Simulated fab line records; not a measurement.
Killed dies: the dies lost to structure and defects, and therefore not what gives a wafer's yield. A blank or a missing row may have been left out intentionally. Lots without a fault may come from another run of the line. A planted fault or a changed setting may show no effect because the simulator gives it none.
Code-filled problem report in 8D (eight disciplines) form + flow n5_finfet + the parts of the form that need people (team, actions taken, sign-off) are left out

1. WHAT WENT WRONG
Wafers without a fault read 204.97 C, standard deviation 0.17; plate_temp_C at N5_MOL_CONTACT_COAG_COAT_64 reads a mean of 222.37 C on 6 wafers belonging to 2 lots. That is +99 or more standard deviations from the usual mean.
The step: time 60 s, resist thk 10 nm.
Earliest sighting: wafer L318.2 on litho_track-04 at day 7 15:39. The record has a number at this step for 27 wafers belonging to 9 lots. Rule for "out" (also "out of limits"): further than 4 standard deviations from the usual mean. The rest of the wafers with a number are treated as sound.

2. WHAT IT IS, AND WHAT IT ISN'T
| question                    | is                                 | is not                                                                          |
|-----------------------------|------------------------------------|---------------------------------------------------------------------------------|
| which readings at this step | plate_temp_C, heater_power_total_W | chill_plate_temp_C                                                              |
| which lots                  | L318, L320                         | L308, L309, L310, L314, L323, L325, L327                                        |
| which wafers of those lots  | all that have a number             | -                                                                               |
| read on which tools         | litho_track-04                     | litho_track-02, litho_track-03                                                  |
| when                        | from day 7 15:39                   | up to then (12 sound wafers); but 9 sound wafers of L323, L325, L327 came after |

3. THE SUSPECTS, EACH WITH WHAT RULES IT OUT
Counting: any tool at a process step up to the reading is kept as a suspect provided that every lot that is out went through it and no sound lot did after the first of them.
- litho_track-04 at N5_MOL_CONTACT_COAG_COAT_64 (time 60 s, resist thk 10 nm): kept. It processed each lot that is out, first L318 at day 7 15:39, and no sound lot thereafter; up to then, the last sound lot it processed was L310 at day 5 18:39. Its own heater_power_total_W, plate_temp_C readings are out on those wafers.
Remaining after the count: litho_track-04 at N5_MOL_CONTACT_COAG_COAT_64.

4. THE CAUSE (what the simulator had put in)
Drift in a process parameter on litho_track-04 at N5_MOL_CONTACT_COAG_COAT_64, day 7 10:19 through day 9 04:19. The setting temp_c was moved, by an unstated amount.
This tool alone remained once counting was done.

5. THE CHAIN OF EFFECTS, in route order
Each row: a reading where the mean over the struck wafers with a number is more than 3 standard deviations away from the usual. Only readings for which the record gives a usual standard deviation are gone through. hours: the time from each lot's start at the first step in this table that gives one to its start at this step, as a median over the lots. sigmas: the change in usual standard deviations.
| hours | step                        | reading              | usual    | on struck wafers | change | sigmas      |
|-------|-----------------------------|----------------------|----------|------------------|--------|-------------|
| 0     | N5_MOL_CONTACT_COAG_COAT_64 | heater_power_total_W | 391.9 W  | 435.7            | +43.8  | +34         |
| 0     | N5_MOL_CONTACT_COAG_COAT_64 | plate_temp_C         | 204.97 C | 222.37           | +17.40 | +99 or more |
The process steps in it:
- N5_MOL_CONTACT_COAG_COAT_64: time 60 s, resist thk 10 nm.
Later measuring or inspecting steps at which every struck wafer that the step has a row for has a number for every such reading, and none has moved that far: N5_MOL_CONTACT_COAG_CD_MEAS_40, N5_BEOL_M4_RC_MEAS_101.

6. WHAT WOULD HAVE CAUGHT IT SOONER
5 hours passed between the start of the fault at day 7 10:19 and the first reading out of limits in this record, taken at day 7 15:39.
